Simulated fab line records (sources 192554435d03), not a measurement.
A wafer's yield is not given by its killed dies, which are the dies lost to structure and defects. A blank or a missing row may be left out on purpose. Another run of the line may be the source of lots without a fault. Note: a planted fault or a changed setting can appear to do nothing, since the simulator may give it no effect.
Split-lot trial -- flow n5 finfet -- 21 wafers read from 7 lots, route of 1938 steps

ABOUT THE SPLIT
At N5_BEOL_M3_COAT_22 (resist thk 30 nm), the setting spin rpm was moved away from the recipe's 1500 rpm on 5 of the 21 wafers read, by -7.7% to +10.4%. All remaining wafers had this setting at the recipe value.

The reading comes from the split's own step.

THE READING
CAR-EUV_of_BEOL_M3_COAT_22.thk nm (the simulator's own value, which no gauge read), in nm, at N5_BEOL_M3_COAT_22 (resist thk 30 nm). The file does not state a usual value for it. Here, 16 wafers ran the recipe; their average is 30.0 nm with a standard deviation of 0.12 nm.

wafer,"tool, chamber at the split","spin rpm as run, rpm",against the recipe,"CAR-EUV_of_BEOL_M3_COAT_22.thk nm, nm",against lot-mates on the recipe
L074.2,"litho track-05, 0",1423,-5.1%,30.6,+0.6
L074.4,"litho track-05, 0",1500,recipe,30,-
L074.6,"litho track-05, 0",1500,recipe,30,-
L075.1,"litho track-05, 0",1500,recipe,30,-
L075.3,"litho track-05, 0",1500,recipe,30,-
L075.4,"litho track-05, 0",1500,recipe,29.8,-
L076.1,"litho track-02, 0",1500,recipe,30,-
L076.3,"litho track-02, 0",1500,recipe,30,-
L076.2,"litho track-02, 0",1656,+10.4%,28.6,-1.4
L078.1,"litho track-02, 0",1633,+8.9%,28.6,-1.4
L078.5,"litho track-02, 0",1500,recipe,30,-
L078.6,"litho track-02, 0",1500,recipe,30,-
L083.3,"litho track-05, 0",1500,recipe,30,-
L083.5,"litho track-05, 0",1500,recipe,30.2,-
L083.6,"litho track-05, 0",1500,recipe,30.2,-
L088.2,"litho track-05, 0",1500,recipe,30.2,-
L088.4,"litho track-05, 0",1500,recipe,30.2,-
L088.3,"litho track-05, 0",1431,-4.6%,30.8,+0.6
L090.1,"litho track-05, 0",1500,recipe,30,-
L090.3,"litho track-05, 0",1500,recipe,29.8,-
L090.4,"litho track-05, 0",1384,-7.7%,31.2,+1.3

THE FIT
A straight line over all 21 wafers: CAR-EUV_of_BEOL_M3_COAT_22.thk nm changes by -0.146 nm for each +1% of spin rpm; r = -0.98; the points scatter about the line by 0.13 nm.
The same after taking each lot's own level away (the mean of its wafers on the recipe; 21 wafers): -0.146 nm for each +1%; r = -0.99; scatter 0.09 nm.
The reading moves by 1.5 nm for the largest change in spin rpm, on that fit.
Measured against the standard deviation above, the lots' own levels, which go from 29.90 to 30.20 nm, span 2.5 times it.
Consequently the slope shifts little with the lot-to-lot level, the two slopes agreeing.
Check: with one of the wafers moved furthest among these (+10.4%) left out of the fit, the line predicts -1.6 nm for it against its lot-mates. It came out at -1.4 nm against them.

THE OTHER SPLITS THESE WAFERS WENT THROUGH
Note: prior to the reading, these wafers also went through further splits. Each is held against what the fit with the lots' levels taken away leaves over:
other split on the same wafers,wafers away from the commonest value,r with CAR-EUV_of_BEOL_M3_COAT_22.thk nm (lot level and that fit taken away)
N5_BEOL_M2_ETCH_70 time s,6,-0.05

FILE'S OWN FIT
CAR-EUV_of_BEOL_M3_COAT_22.thk nm changes by -0.146 nm for each +1% of spin rpm, r = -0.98.
